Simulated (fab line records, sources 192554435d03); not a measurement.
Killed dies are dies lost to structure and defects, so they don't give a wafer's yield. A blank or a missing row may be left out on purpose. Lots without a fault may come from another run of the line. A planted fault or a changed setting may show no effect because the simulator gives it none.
fab line records | flow n5_finfet
record lots=6 wafers=18 last_day=16
route steps=1938 shown BEOL_M12@1637 PASSIVATION@1936
lots that met no fault: from a run of the same line without faults
start_h: hours from the record's first day to the start of the lot's first wafer shown | wait_h: hours since the lot's step before | " the same as in the row above | L1.1+2: a row that stands for several wafers | - no value, or no start given | * or withheld: withheld | < > ~ a bound
route shown NAME@n: a module of which the file shows steps, and the number in the route of the first | usual: mean/standard deviation of fault-free wafers | same: alike in all rows | chamber/n: place in a boat | sites: the reading at each site | _std_site: their standard deviation | _edge_site: outer sites' mean less inner sites' | radius_mm: how far each site lies from the wafer's centre | mask NAME#n: copy n | behind: the tool/chamber that last shaped the wafer | hold: why the lot was held/for how many hours/how that ended | device: the transistor (n, p or np) that didn't switch | end of line: the same wafers' tests at the end of the route | a step without rows: its recipe alone | killed: dies lost to structure and defects at the first sort, not the wafer's yield | map: a wafer's dies, x killed, . not, _ none there
set.NAME: the setting as run; set.NAME@STEP: as run at that earlier step | model.NAME: the simulator's own value behind a step, which no gauge read
lots at some steps of the route; a table a step, a row a wafer
services: from which hour (start_h, from the record's first day; less than 0 if before it) a tool's chamber was out of use, for how many hours, and why
## steps
# step N5_BEOL_M12_ETCH_68
# recipe chemistry=N2/H2 target=SOC mask_material=SiARC source_w=3000 bias_w=350 temp_c=40 time_s=285 ion_energy_ev=200 pressure_mtorr=30 n2_flow_sccm=200 h2_flow_sccm=200
# step N5_BEOL_M12_STRIP_69
# recipe chemistry=N2/H2 temp_c=40 n2_flow_sccm=200 h2_flow_sccm=200 rf_frequency_hz=6e+07
# step N5_BEOL_M12_TRENCH_ETCH_34
# recipe chemistry=C4F8/O2/Ar target=SiOC target_depth_a=3189.5 mask_material=SOC pressure_mtorr=30 source_w=3000 bias_w=700 Ar_flow_sccm=400 C4F8_flow_sccm=15 O2_flow_sccm=8 he_inner_torr=15 he_outer_torr=30 time_s=125.5 ion_energy_ev=250
# usual drypump_motor_current_A=5.6/0.46 oes_product_au=0.80/0.084 rf_vpp_V=667/3.8 showerhead_plenum_p_Torr=3.47/0.14 throttle_valve_pct=24.25/0.15
# columns lot.wafer tool chamber start_h wait_h drypump_motor_current_A oes_product_au rf_hours_counter_h rf_vpp_V showerhead_plenum_p_Torr throttle_valve_pct
L111.3 rie_diel-01 3 238.19 0.0 5.7 0.71 215 668 3.51 24.20
L111.5 " 0 " " 6.5 0.80 - 667 3.48 24.17
L111.6 " 1 " " 5.7 0.70 - 661 3.26 24.20
L110.1 rie_diel-01 0 240.60 0.0 6.6 0.79 100 667 3.48 24.16
L110.2 " 1 " " 5.8 0.70 228 662 3.26 24.20
L110.5 " 0 " " 6.5 0.79 - 666 3.48 24.17
L112.3 rie_diel-03 0 246.31 0.0 6.3 0.69 216 668 3.51 24.47
L112.4 " 2 " " 6.0 0.76 184 664 3.26 24.17
L112.6 " 2 " " 6.0 0.75 - 661 3.26 24.17
L113.1 rie_diel-04 2 252.35 0.0 5.1 0.82 66 671 3.62 24.14
L113.4 " 3 " " 5.0 0.71 206 661 3.27 24.32
L113.6 " 0 " " 5.6 0.86 - 669 3.64 24.36
L117.3 rie_diel-04 3 271.87 0.0 5.1 0.70 212 663 3.27 24.31
L117.4 " 2 " " 5.1 0.82 73 669 3.62 24.14
L117.5 " 2 " " 5.1 0.82 - 670 3.61 24.13
L130.2 rie_diel-03 3 358.56 0.0 5.6 0.92 25 668 3.49 24.41
L130.4 " 2 " " 6.0 0.72 230 660 3.24 24.23
L130.6 " 0 " " 6.3 0.96 - 668 3.49 24.22
# step N5_BEOL_M12_STRIP_70
# recipe chemistry=C4F8/O2/Ar resist=SiARC rf_frequency_hz=6e+07
# step N5_BEOL_M12_OCD_MEAS_35
# usual trench_depth_nm=321/5.6
# columns lot.wafer tool chamber start_h wait_h trench_depth_nm
L111.3 ocd-01 - 238.36 0.0 320
L111.5 " - " " 323
L111.6 " - " " 318
L110.1 ocd-01 - 240.76 0.0 320
L110.2 " - " " 315
L110.5 " - " " 320
L112.3 ocd-01 - 246.47 0.0 311
L112.4 " - " " 327
L112.6 " - " " 328
L113.1 ocd-02 - 252.51 0.0 324
L113.4 " - " " 325
L113.6 " - " " 319
L117.3 ocd-01 - 272.03 0.0 323
L117.4 " - " " 327
L117.5 " - " " 329
L130.2 ocd-01 - 358.72 0.0 327
L130.4 " - " " 322
L130.6 " - " " 321
# step N5_BEOL_M12_STRIP_37
# recipe chemistry=N2/H2 power_w=1000 temp_c=250 h2_frac=0.65 overash_fraction=0.3 pressure_mtorr=withheld n2_flow_sccm=1750 h2_flow_sccm=3250
# usual drypump_motor_current_A=5.9/0.43 heater_power_w=321/30 oes_product_au=0.791/0.0089
# columns lot.wafer tool chamber start_h wait_h drypump_motor_current_A heater_power_w oes_product_au rf_hours_counter_h
L111.3 plasma_asher-01 1 238.41 0.1 6.5 297 0.797 -
L111.5 " 1 " " 6.5 287 0.791 -
L111.6 " 0 " " 5.5 310 0.792 -
L110.1 plasma_asher-01 1 240.79 0.0 6.5 288 0.796 69
L110.2 " 0 " " 5.5 311 0.776 69
L110.5 " 1 " " 6.5 293 0.807 -
L112.3 plasma_asher-02 0 246.53 0.1 6.0 358 0.792 -
L112.4 " 1 " " 5.6 366 0.788 -
L112.6 " 1 " " 5.6 355 0.799 -
L113.1 plasma_asher-01 0 252.55 0.0 5.5 309 0.786 72
L113.4 " 0 " " 5.5 307 0.794 -
L113.6 " 0 " " 5.5 304 0.794 -
L117.3 plasma_asher-01 1 272.08 0.1 6.5 293 0.792 -
L117.4 " 0 " " 5.5 317 0.790 -
L117.5 " 0 " " 5.6 305 0.795 -
L130.2 plasma_asher-02 0 358.75 0.0 6.0 351 0.788 153
L130.4 " 1 " " 5.5 370 0.792 -
L130.6 " 0 " " 6.0 354 0.798 -
# step N5_BEOL_M12_ETCH_38
# recipe chemistry=CF4/N2 target=SiCN target_depth_a=687 taper_deg=2 time_s=73.4 ion_energy_ev=150 mask_material=SiO2 pressure_mtorr=40 source_w=430 bias_w=70 Ar_flow_sccm=100 cf4_flow_sccm=60 n2_flow_sccm=60
# step N5_BEOL_M12_PRECLEAN_39
# recipe chemistry=residue_remover time_s=60 temp_c=40
# step N5_BEOL_M12_SRD_40
# recipe time_s=30 temp_c=23 rinse_liquid=diw dry=n2_spin spin_rpm=1500 dry_time_s=30
# step N5_BEOL_M12_DEGAS_41
# recipe ambient=vacuum temp_c=250 time_s=60
# step N5_BEOL_M12_PRE_CLEAN_42
# recipe gas=H2/He time_s=30 temp_c=250
# step N5_BEOL_M12_SPUTTER_43
# recipe material=TaN target_thk_a=150 temp_c=50 bias_v=168.6 power_w=15000 chamber_pressure_pa=0.12 time_s=24.19
# usual throttle_valve_pct=29.7/0.9
# columns lot.wafer tool chamber start_h wait_h throttle_valve_pct
L111.3 pvd_sputter-01 - 241.19 0.0 28.6
L111.5 " - " " 29.8
L111.6 " - " " 30.2
L110.1 pvd_sputter-01 - 241.51 0.0 28.5
L110.2 " - " " 30.9
L110.5 " - " " 30.0
L112.3 pvd_sputter-01 - 248.20 0.0 30.0
L112.4 " - " " 30.3
L112.6 " - " " 30.3
L113.1 pvd_sputter-03 - 256.11 0.0 27.8
L113.4 " - " " 29.8
L113.6 " - " " 30.7
L117.3 pvd_sputter-01 - 274.66 0.0 30.4
L117.4 " - " " 30.6
L117.5 " - " " 30.2
L130.2 pvd_sputter-01 - 359.19 0.0 30.7
L130.4 " - " " 28.6
L130.6 " - " " 30.5
# step N5_BEOL_M12_SPUTTER_44
# recipe material=Ta target_thk_a=100 temp_c=50 bias_v=80 power_w=15000 chamber_pressure_pa=0.07 time_s=16.13
# usual throttle_valve_pct=29.8/0.87
# columns lot.wafer tool chamber start_h wait_h throttle_valve_pct model.Ta_of_BEOL_M12_SPUTTER_44.thk_nm
L111.3 pvd_sputter-01 - 241.27 0.0 28.7 10
L111.5 " - " " 30.2 9.8
L111.6 " - " " 30.2 10
L110.1 pvd_sputter-01 - 241.59 0.0 28.6 10
L110.2 " - " " 30.5 10
L110.5 " - " " 30.3 9.8
L112.3 pvd_sputter-01 - 248.28 0.0 30.4 17.4
L112.4 " - " " 30.0 10
L112.6 " - " " 30.1 17.4
L113.1 pvd_sputter-03 - 256.19 0.0 27.6 10
L113.4 " - " " 29.6 10.2
L113.6 " - " " 30.5 10.2
L117.3 pvd_sputter-01 - 274.74 0.0 30.2 17.4
L117.4 " - " " 30.4 10
L117.5 " - " " 30.3 10
L130.2 pvd_sputter-01 - 359.27 0.0 30.7 10
L130.4 " - " " 28.6 10
L130.6 " - " " 30.8 10
# step N5_BEOL_M12_SPUTTER_45
# recipe material=Cu target_thk_a=800 temp_c=-20 bias_v=60 power_w=26000 chamber_pressure_pa=0.13 time_s=13.33
# usual chuck_sensor_temp_C=-15.7/0.53 throttle_valve_pct=29.7/0.89
# columns lot.wafer tool chamber start_h wait_h chuck_sensor_temp_C throttle_valve_pct
L111.3 pvd_sputter-01 - 241.35 0.0 -15.5 28.7
L111.5 " - " " -15.2 30.1
L111.6 " - " " -16.1 30.3
L110.1 pvd_sputter-01 - 241.67 0.0 -15.4 28.6
L110.2 " - " " -15.2 30.6
L110.5 " - " " -15.4 29.9
L112.3 pvd_sputter-01 - 248.36 0.0 -15.1 30.2
L112.4 " - " " -16.1 30.1
L112.6 " - " " -15.2 30.2
L113.1 pvd_sputter-03 - 256.27 0.0 -16.8 27.8
L113.4 " - " " -15.5 29.5
L113.6 " - " " -15.2 30.5
L117.3 pvd_sputter-01 - 274.82 0.0 -15.3 30.4
L117.4 " - " " -15.1 30.8
L117.5 " - " " -16.2 30.3
L130.2 pvd_sputter-01 - 359.35 0.0 -15.1 30.5
L130.4 " - " " -15.7 28.6
L130.6 " - " " -15.1 30.4
# step N5_BEOL_M12_ECD_47
# recipe material=Cu target_thk_a=7200
# step N5_BEOL_M12_ANNEAL_48
# recipe temp_c=225 time_s=90 ambient=N2
# usual anneal_temp_c=225.02/0.18 anneal_temp_c_max=226.12/0.29 wafer_temp_C_max=226.02/0.27
# columns lot.wafer tool chamber start_h wait_h anneal_temp_c anneal_temp_c_max wafer_temp_C_max
L111.3 rtp_anneal-02 0 241.71 0.2 225.01 225.90 226.05
L111.5 " 0 " " 224.90 225.83 226.04
L111.6 " 0 " " 224.89 225.84 226.38
L110.1 rtp_anneal-02 0 242.11 0.3 225.07 226.34 226.16
L110.2 " 0 " " 225.02 225.83 226.15
L110.5 " 0 " " 224.90 225.91 226.29
L112.3 rtp_anneal-01 0 249.35 0.8 225.17 226.37 226.03
L112.4 " 0 " " 224.93 226.12 226.02
L112.6 " 0 " " 224.89 226.12 226.07
L113.1 rtp_anneal-01 0 257.31 0.9 224.94 226.37 226.52
L113.4 " 0 " " 224.89 225.77 226.23
L113.6 " 0 " " 224.83 226.11 225.86
L117.3 rtp_anneal-02 0 275.51 0.5 224.95 225.95 225.81
L117.4 " 0 " " 224.83 225.65 226.10
L117.5 " 0 " " 224.96 225.84 225.84
L130.2 rtp_anneal-01 0 359.66 0.1 224.97 226.18 226.07
L130.4 " 0 " " 224.88 226.32 225.95
L130.6 " 0 " " 224.85 226.02 225.55
# step N5_BEOL_M12_CMP_49
# recipe stop_on=SiOC t_overpolish_s=20.6 down_force_psi=1 platen_rpm=50 clearing_platen_down_force_psi=1.5 clearing_platen_rpm=50 post_cmp_clean=cu_alkaline target_thk_nm=320 clearing_platen_pad_velocity_m_s=0.99484 pad_velocity_m_s=0.99484
# usual barrier_field_endpoint_s=30.1/0.94 clearing_platen_down_force_psi=1.500/0.0032 motor_current_A=6.4/0.97 slurry_filter_dp_kPa=13.49/0.13 slurry_flow_ml_min=150.0/0.43
# columns lot.wafer tool chamber start_h wait_h barrier_field_endpoint_s clearing_platen_down_force_psi motor_current_A slurry_filter_dp_kPa slurry_flow_ml_min
L111.3 cmp-03 3 242.00 0.3 29.3 1.503 5.9 13.29 150.0
L111.5 " 1 " " 29.0 1.499 8.2 13.65 149.3
L111.6 " 2 " " 29.6 1.502 6.1 13.26 150.7
L110.2 cmp-02 3 242.45 0.2 29.9 1.504 6.8 13.26 150.2
L110.1 " 0 " " 29.1 1.501 6.5 13.49 149.6
L110.5 " 3 " " 30.3 1.500 6.7 13.56 150.3
L112.4 cmp-03 2 249.57 0.1 30.0 1.499 6.2 13.29 149.7
L112.3 " 0 " " 40.7 1.501 5.3 13.54 149.9
L112.6 " 3 " " 38.2 1.500 5.1 13.73 149.9
L113.1 cmp-01 0 257.65 0.3 30.2 1.503 6.8 13.66 150.2
L113.4 " 1 " " 30.0 1.496 5.4 13.65 150.2
L113.6 " 3 " " 29.0 1.501 5.4 13.21 149.0
L117.3 cmp-03 3 275.71 0.2 37.7 1.497 5.4 13.36 149.7
L117.4 " 1 " " 29.9 1.506 8.7 13.40 149.5
L117.5 " 0 " " 31.2 1.502 5.3 13.74 150.1
L130.2 cmp-01 1 359.91 0.2 30.7 1.500 5.3 13.47 150.0
L130.4 " 3 " " 29.1 1.495 5.4 13.46 149.6
L130.6 " 1 " " 30.3 1.500 5.5 13.62 149.5
# step N5_BEOL_M12_THK_MEAS_50
# recipe thk_meas_gauge=xrf reads=Cu_of_BEOL_M12_ECD_47
# usual M12_THK=325/6.1
# columns lot.wafer tool chamber start_h wait_h M12_THK[nm]
L111.3 film_metro-01 - 242.22 - 320
L111.5 " - " " 324
L111.6 " - " " 318
L110.1 film_metro-02 - 242.70 - 325
L110.2 " - " " 321
L110.5 " - " " 322
L112.3 film_metro-01 - 249.86 - 312
L112.4 " - " " 331
L112.6 " - " " 324
L113.1 film_metro-01 - 257.90 - 333
L113.4 " - " " 334
L113.6 " - " " 322
L117.3 film_metro-02 - 276.30 - 321
L117.4 " - " " 334
L117.5 " - " " 337
L130.2 film_metro-02 - 360.20 - 331
L130.4 " - " " 323
L130.6 " - " " 325
# step N5_PASSIVATION_PROBE_49
# usual defect_limited_yield=91.4/1.6 killed_at_M0_to_M3=31/11 killed_at_M4_up=14/5.7 killed_at_contacts=12/6 killed_at_front_end=41/13 killed_at_other=3.3/2.8 killed_dies=101/19 killed_open=67/14 killed_short=33/8.2 sort_bin_4_leakage=0.0/0.37 sort_bin_5_function=5.0/1.1 sort_bin_6_memory=3.3/0.74 sort_bin_8_speed=0.0/0.36 sort_n_pass=1078/20 sort_yield_pct=91.3/1.7
# same gross_dies=1180 killed_at_back_side=0
# columns lot.wafer tool chamber start_h wait_h defect_limited_yield[%] killed_at_M0_to_M3 killed_at_M4_up killed_at_contacts killed_at_front_end killed_at_other killed_dies killed_open killed_short sort_bin_4_leakage[%] sort_bin_5_function[%] sort_bin_6_memory[%] sort_bin_8_speed[%] sort_n_pass sort_yield_pct[%]
L112.3 prober-02 - 285.09 0.1 91.4 32 15 6 48 1 102 57 44 0 5.2 3.3 0 1078 91.4
L112.4 prober-02 - 285.14 0.2 94.3 23 10 8 24 2 67 48 18 0 4.0 1.6 0 1113 94.3
L112.6 prober-02 - 285.24 0.3 91.8 36 22 10 25 4 97 56 36 0 4.2 3.5 0 1083 91.8
L117.3 prober-01 - 307.78 0.1 88.9 46 11 20 47 7 131 95 35 0 5.3 5.3 0 1049 88.9
# killed by level:class
L112.3 BEOL_M0_SAQP:geometric_particle:short=9 FIN_SAQP:geometric_particle:short=8 GATE_CUT:geometric_particle:open=8 BEOL_M0_SAQP:geometric_particle:open=7 BEOL_M2:geometric_particle:open=7 FIN_SAQP:geometric_particle:open=6 BEOL_M4:geometric_particle:open=6 BEOL_M4:geometric_particle:short=5
L112.4 BEOL_M2:geometric_particle:open=8 MOL_CONTACT_COAG:geometric_particle:open=7 BEOL_M4:geometric_particle:open=6 STARTING-WAFER:geometric_particle:open=6 BEOL_M0_SAQP:geometric_particle:open=5 BEOL_M0_SAQP:geometric_particle:short=5 FIN_SAQP:geometric_particle:open=3 GATE_CUT:geometric_particle:short=3
L112.6 BEOL_M4:geometric_particle:open=13 BEOL_M0_SAQP:geometric_particle:short=11 BEOL_M3:geometric_particle:open=8 MOL_CONTACT_COAG:geometric_particle:open=7 BEOL_M0_SAQP:geometric_particle:open=7 BEOL_M2:geometric_particle:open=5 BEOL_M4:geometric_particle:short=5 FIN_SAQP:geometric_particle:open=3
L117.3 MOL_CONTACT_COAG:geometric_particle:open=17 FIN_SAQP:geometric_particle:open=13 FIN_SAQP:geometric_particle:short=11 BEOL_M2:geometric_particle:open=11 BEOL_M0_SAQP:geometric_particle:open=9 BEOL_M3:geometric_particle:open=9 STI_FIN_REVEAL:geometric_particle:open=6 DUMMY_GATE:geometric_particle:open=5
## services
# columns tool chamber start_h hours kind
rie_diel-04 1 218.01 6.0 repair
plasma_asher-02 - 218.43 2.0 repair
cmp-03 - 219.65 3.2 repair
cmp-01 - 259.28 1.8 repair
rie_diel-03 3 280.33 - clean
rie_diel-03 3 280.33 - consumable_replace:focus_ring
rie_diel-03 3 280.33 19.1 scheduled_down
rie_diel-03 3 280.33 19.1 vent_cycle
cmp-03 - 297.03 4.0 pm
rie_diel-01 2 299.64 2.8 repair
cmp-03 - 301.03 - consumable_replace:conditioner
cmp-03 - 301.03 - consumable_replace:pad
rie_diel-01 1 302.48 - clean
rie_diel-01 1 302.48 - consumable_replace:focus_ring
rie_diel-01 1 302.48 - consumable_replace:showerhead
rie_diel-01 1 302.48 17.3 scheduled_down
rie_diel-01 1 302.48 17.3 vent_cycle
cmp-02 - 313.26 1.4 repair
cmp-03 - 328.25 0.4 repair
rie_diel-01 3 329.51 - clean
rie_diel-01 3 329.51 - consumable_replace:focus_ring
rie_diel-01 3 329.51 22.1 scheduled_down
rie_diel-01 3 329.51 22.1 vent_cycle
pvd_sputter-01 - 342.33 3.2 repair
## key
first_sign step=N5_BEOL_M12_CMP_49 reading=barrier_field_endpoint_s direction=up sigmas=9.4 usual=30.1 struck=38.9
effect none on later readings
model_effect step=N5_BEOL_M12_SPUTTER_44 value=Ta_of_BEOL_M12_SPUTTER_44.thk_nm without=9.8 struck=17.4
met_at N5_BEOL_M12_SPUTTER_44
struck_wafers L112.3,L112.6,L117.3
onset_between 241.59 248.28
fault kind=process_parameter_drift tool=pvd_sputter-01 chamber=- onset_h=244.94 steps=N5_BEOL_M12_SPUTTER_44 channel=time_s offset=* shape=step end_h=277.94 scope=struck_wafers_only acts_in=* stated=*
